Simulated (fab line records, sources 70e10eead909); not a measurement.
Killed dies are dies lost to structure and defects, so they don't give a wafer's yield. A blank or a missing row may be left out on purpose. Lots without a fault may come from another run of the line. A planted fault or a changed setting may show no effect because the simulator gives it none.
Which tool did it? | flow nand_harc | 24 lots, 72 wafers sampled, at 3 steps of a route of 1159

WHAT THE GAUGES READ, wafer by wafer
NHARC_P_STI_OVL_MEAS_10.
lot  | measured    | on         | overlay_x_nm (nm) | overlay_y_nm (nm)
L074 | day 2 15:01 | overlay-02 | -2 -2 -2          | -4 -4 -4
L075 | day 2 17:38 | overlay-01 | 18 18 18          | 3 3 3
L076 | day 3 05:40 | overlay-02 | 0 1 0             | 4 4 4
L077 | day 3 05:49 | overlay-01 | 6 7 6             | 4 3 4
L078 | day 3 12:05 | overlay-01 | -4 -4 -4          | 8 7 7
L079 | day 4 04:07 | overlay-01 | 6 5 6             | 2 2 1
L081 | day 4 04:09 | overlay-02 | 0 0 0             | -4 -5 -4
L080 | day 4 04:11 | overlay-01 | -8 -8 -8          | -7 -7 -7
L082 | day 4 12:07 | overlay-02 | 15 15 15          | 3 3 3
L084 | day 4 20:13 | overlay-02 | 2 2 2             | -1 -1 0
L083 | day 4 20:22 | overlay-02 | 0 0 0             | 5 5 5
L085 | day 5 07:50 | overlay-02 | 3 3 3             | 6 7 7
L086 | day 5 07:53 | overlay-02 | -8 -8 -8          | 6 5 6
L087 | day 5 18:20 | overlay-02 | 0 0 0             | 10 10 10
L088 | day 5 22:49 | overlay-01 | 1 1 1             | -5 -5 -6
L089 | day 6 06:07 | overlay-01 | 1 1 1             | -1 0 -1
L090 | day 6 10:58 | overlay-01 | 3 3 3             | 5 5 5
L091 | day 6 17:16 | overlay-01 | -6 -6 -6          | 4 4 4
L092 | day 7 01:27 | overlay-02 | 0 -1 0            | -5 -4 -5
L093 | day 7 01:37 | overlay-01 | -5 -5 -5          | 9 9 10
L094 | day 7 12:20 | overlay-01 | 5 5 6             | -7 -8 -8
L095 | day 7 16:47 | overlay-02 | 0 0 -1            | 1 1 1
L096 | day 8 00:58 | overlay-02 | -4 -4 -3          | 8 8 8
L097 | day 8 08:05 | overlay-02 | 4 4 4             | -9 -9 -9

NHARC_P_GATE_CD_MEAS_26: target cd 120 nm.
lot  | measured     | on        | cd_nm (nm)
L074 | day 4 17:28  | cd_sem-02 | 121.5 121.3 120.7
L075 | day 4 17:46  | cd_sem-01 | 120.5 119.5 119.1
L076 | day 5 11:32  | cd_sem-01 | 120.9 119.6 119.9
L077 | day 5 11:23  | cd_sem-02 | 119.1 120.2 119.2
L078 | day 5 22:38  | cd_sem-03 | 119.7 120.1 120.0
L079 | day 6 10:40  | cd_sem-03 | 120.3 119.4 118.8
L081 | day 6 10:17  | cd_sem-01 | 119.4 120.8 120.1
L080 | day 6 10:31  | cd_sem-02 | 122.0 120.3 121.9
L082 | day 6 18:29  | cd_sem-02 | 120.4 119.7 120.0
L084 | day 6 23:18  | cd_sem-03 | 120.4 119.7 120.1
L083 | day 6 23:09  | cd_sem-03 | 118.5 119.9 119.5
L085 | day 7 21:59  | cd_sem-03 | 120.1 119.6 121.1
L086 | day 7 22:23  | cd_sem-01 | 119.4 120.1 121.0
L087 | day 7 22:32  | cd_sem-03 | 121.4 120.3 120.9
L088 | day 7 21:41  | cd_sem-01 | 120.4 120.2 119.7
L089 | day 8 08:23  | cd_sem-03 | 120.4 119.1 119.7
L090 | day 8 15:45  | cd_sem-02 | 120.0 119.5 118.7
L091 | day 9 00:02  | cd_sem-02 | 119.8 119.0 119.5
L092 | day 9 07:16  | cd_sem-01 | 120.0 121.5 120.8
L093 | day 9 07:33  | cd_sem-01 | 120.6 120.9 119.8
L094 | day 9 19:11  | cd_sem-02 | 121.0 119.3 120.2
L095 | day 9 19:01  | cd_sem-03 | 120.0 119.6 119.5
L096 | day 10 08:54 | cd_sem-02 | 120.2 120.2 120.7
L097 | day 10 13:17 | cd_sem-01 | 121.0 120.3 119.1

NHARC_P_GATE_OVL_MEAS_27.
lot  | measured     | on         | overlay_x_nm (nm) | overlay_y_nm (nm)
L074 | day 4 17:33  | overlay-02 | -1.7 -1.7 -1.3    | -1.6 -1.3 -1.7
L075 | day 4 17:51  | overlay-02 | -0.9 -0.9 -0.8    | 0.9 1.4 1.5
L076 | day 5 11:38  | overlay-01 | 0.5 -0.4 -0.2     | 0.5 0.5 0.4
L077 | day 5 11:28  | overlay-02 | -0.6 -0.8 -1.2    | -0.4 -0.7 -1.1
L078 | day 5 22:44  | overlay-02 | -0.5 -0.1 0.5     | -0.2 0.8 0.3
L079 | day 6 10:45  | overlay-02 | -0.3 -0.1 -0.5    | -1.4 -0.9 -1.4
L081 | day 6 10:23  | overlay-02 | -1.8 -2.0 -1.6    | -0.5 -0.5 -1.0
L080 | day 6 10:36  | overlay-01 | 0.6 1.3 1.6       | -0.6 -0.3 -0.4
L082 | day 6 18:35  | overlay-02 | -0.4 -0.6 0.1     | 0.5 0.6 0.0
L084 | day 6 23:23  | overlay-02 | 0.1 -0.6 -0.1     | 0.3 0.0 -0.7
L083 | day 6 23:14  | overlay-02 | 0.8 1.4 0.8       | -0.6 0.2 -0.1
L085 | day 7 22:04  | overlay-01 | 1.5 1.2 1.0       | 1.1 0.6 0.9
L086 | day 7 22:28  | overlay-02 | -0.2 -0.6 0.4     | -0.2 -0.4 -0.2
L087 | day 7 22:38  | overlay-01 | -1.2 -1.7 -1.6    | -2.4 -2.4 -2.0
L088 | day 7 21:47  | overlay-01 | 0.9 0.9 0.7       | 1.7 1.7 1.8
L089 | day 8 08:30  | overlay-01 | -1.2 -0.6 -0.7    | -0.7 -0.5 -0.7
L090 | day 8 15:50  | overlay-02 | 0.4 0.1 0.2       | -1.6 -1.7 -1.4
L091 | day 9 00:08  | overlay-02 | 0.5 0.3 0.4       | 0.0 0.0 0.7
L092 | day 9 07:20  | overlay-02 | -0.3 -0.1 -0.6    | -0.8 -0.9 -0.3
L093 | day 9 07:38  | overlay-01 | -0.4 -0.3 1.1     | 0.6 1.0 0.7
L094 | day 9 19:17  | overlay-01 | 0.1 -0.3 0.5      | 0.3 1.2 0.6
L095 | day 9 19:06  | overlay-02 | -0.9 -0.8 -0.1    | 1.1 0.6 0.8
L096 | day 10 08:59 | overlay-02 | 1.4 1.4 1.1       | 0.5 1.2 1.3
L097 | day 10 13:22 | overlay-02 | -1.4 -1.4 -1.2    | 0.0 -0.1 -0.1

WHICH TOOL RAN EACH LOT (tool, then ch and the chambers of the sampled wafers, then the start)
The record holds no process step before these readings.

WHAT THE TOOLS THEMSELVES READ (means of the sampled wafers that have a number; where no wafer has one, the mark that the record gives instead)
The record holds no such reading with a usual standard deviation.

THE ANSWER, worked out from the rows above alone
Rule: what is usual is taken from the lots themselves. Put in order of their means at a reading, lots are off if they are a third of the lots or fewer, leave a main group of 4 or more, and stand apart from it by a gap of 3 or more times the standard deviation of the main group's means; of several such gaps the widest counts. A main group whose means are all the same, to the digits that the tables above print for the reading, isn't used. A lot without any number at a reading at which 4 lots or more have one is off too. The other lots that the step has rows for count as sound. The gauges are gone through in route order, then the tools' own readings, and for those a lot's mean is taken as printed above. The first step at which some lot is off is used, and at that step the reading that is off furthest; a lot without a number counts as furthest.
No lot is off at any reading shown: from this, nothing can be told.

WHAT THE SIMULATOR HAD PUT IN
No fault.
